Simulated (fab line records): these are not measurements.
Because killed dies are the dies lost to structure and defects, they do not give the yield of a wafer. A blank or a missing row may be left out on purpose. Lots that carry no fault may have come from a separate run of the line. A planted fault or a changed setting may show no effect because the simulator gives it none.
One fault seen from 2 desks | flow n5_finfet | every desk sees just its own numbers, and what lay behind them comes last

## FOR THE TOOL OWNER'S DESK: remote_plasma-01
The tool's own readings at N5_SD_EPI_N_PRECLEAN_49 (cleans in NF3:NH3, afs cycles 1, time 20 s, sublimation time 60 s): means of the sampled wafers that have a number, for each lot that ran on this tool. A lot is out of limits, marked OUT, if its mean lies more than 4 standard deviations from the usual mean; the brackets give that distance.
Columns: A = pressure_torr at N5_SD_EPI_N_PRECLEAN_49, usual 3.000 Torr; B = temp_c at N5_SD_EPI_N_PRECLEAN_49, usual 29.98 C
lot  | first seen here | A     | B
L511 | day 4 14:03     | 3.007 | 29.90
L512 | day 4 17:23     | 3.008 | 30.41 (+4.8) OUT
L516 | day 5 22:05     | 3.003 | 30.40 (+4.7) OUT
L527 | day 8 14:42     | 2.991 | 29.89
L528 | day 8 18:03     | 3.001 | 30.03
L529 | day 9 03:12     | 2.989 | 30.08
This desk's finding: out of limits on L512, L516; first on L512, day 4 17:23 (temp_c at N5_SD_EPI_N_PRECLEAN_49). L511, L527, L528, L529 stayed within limits.

## FROM THE METROLOGY DESK
Means of the sampled wafers that have a number, per lot and without regard to the tool the lot ran on: this is what the gauges read. A lot is out of limits, marked OUT, if its mean lies more than 4 standard deviations from the usual mean; the brackets give that distance. Of its 10 readings 7 are shown: those that lie furthest out on some lot.
Columns: A = DIBL_N at N5_BEOL_M4_RC_MEAS_101, usual 37.5 mV/V; B = DIBL_P at N5_BEOL_M4_RC_MEAS_101, usual 38 mV/V; C = IOFF_N at N5_BEOL_M4_RC_MEAS_101, usual 0.19 nA/um; D = ION_N at N5_BEOL_M4_RC_MEAS_101, usual 679 uA/um; E = SS_N at N5_BEOL_M4_RC_MEAS_101, usual 72.0 mV/dec; F = SS_P at N5_BEOL_M4_RC_MEAS_101, usual 73.7 mV/dec; G = VT_N at N5_BEOL_M4_RC_MEAS_101, usual 248 mV
lot  | first seen here | A    | B  | C    | D   | E    | F    | G
L506 | day 7 19:21     | 37.2 | 38 | 0.18 | 672 | 71.9 | 73.5 | 251
L511 | day 8 23:56     | 32.7 | 32 | 0.11 | 665 | 70.2 | 72.1 | 254
L512 | day 9 23:44     | 42.3 | 44 | 0.35 | 714 | 74.2 | 75.5 | 240
L516 | day 11 11:53    | 35.2 | 36 | 0.17 | 686 | 72.0 | 73.7 | 246
L518 | day 11 13:14    | 35.8 | 36 | 0.16 | 670 | 71.4 | 73.2 | 248
L519 | day 11 17:02    | 36.8 | 35 | 0.18 | 693 | 71.5 | 73.0 | 247
L527 | day 13 22:26    | 39.2 | 41 | 0.21 | 683 | 72.0 | 74.6 | 246
L526 | day 13 22:40    | 39.7 | 37 | 0.20 | 678 | 72.5 | 73.7 | 249
L528 | day 14 00:07    | 36.6 | 38 | 0.17 | 676 | 72.0 | 73.9 | 251
L529 | day 14 05:08    | 36.3 | 38 | 0.17 | 683 | 72.5 | 73.6 | 250
Result from this desk: across the 10 lots, nothing is out of limits.

## PUT TOGETHER
An alarm could have come from the tool owner's desk at day 4 17:23, on L512, L516.
Nothing out of limits was seen by the metrology desk.
The metrology desk has L512, L516 on record, within its limits.
All the named lots went through N5_SD_EPI_N_PRECLEAN_49 on remote_plasma-01.

## WHAT THE SIMULATOR PUT IN
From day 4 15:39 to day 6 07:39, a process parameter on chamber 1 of remote_plasma-01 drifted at N5_SD_EPI_N_PRECLEAN_49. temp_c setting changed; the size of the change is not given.
Shown lots that were struck: L512, L516.
How many hours passed from the start of the fault until each desk's first out-of-limits reading: the tool owner's desk, 2.
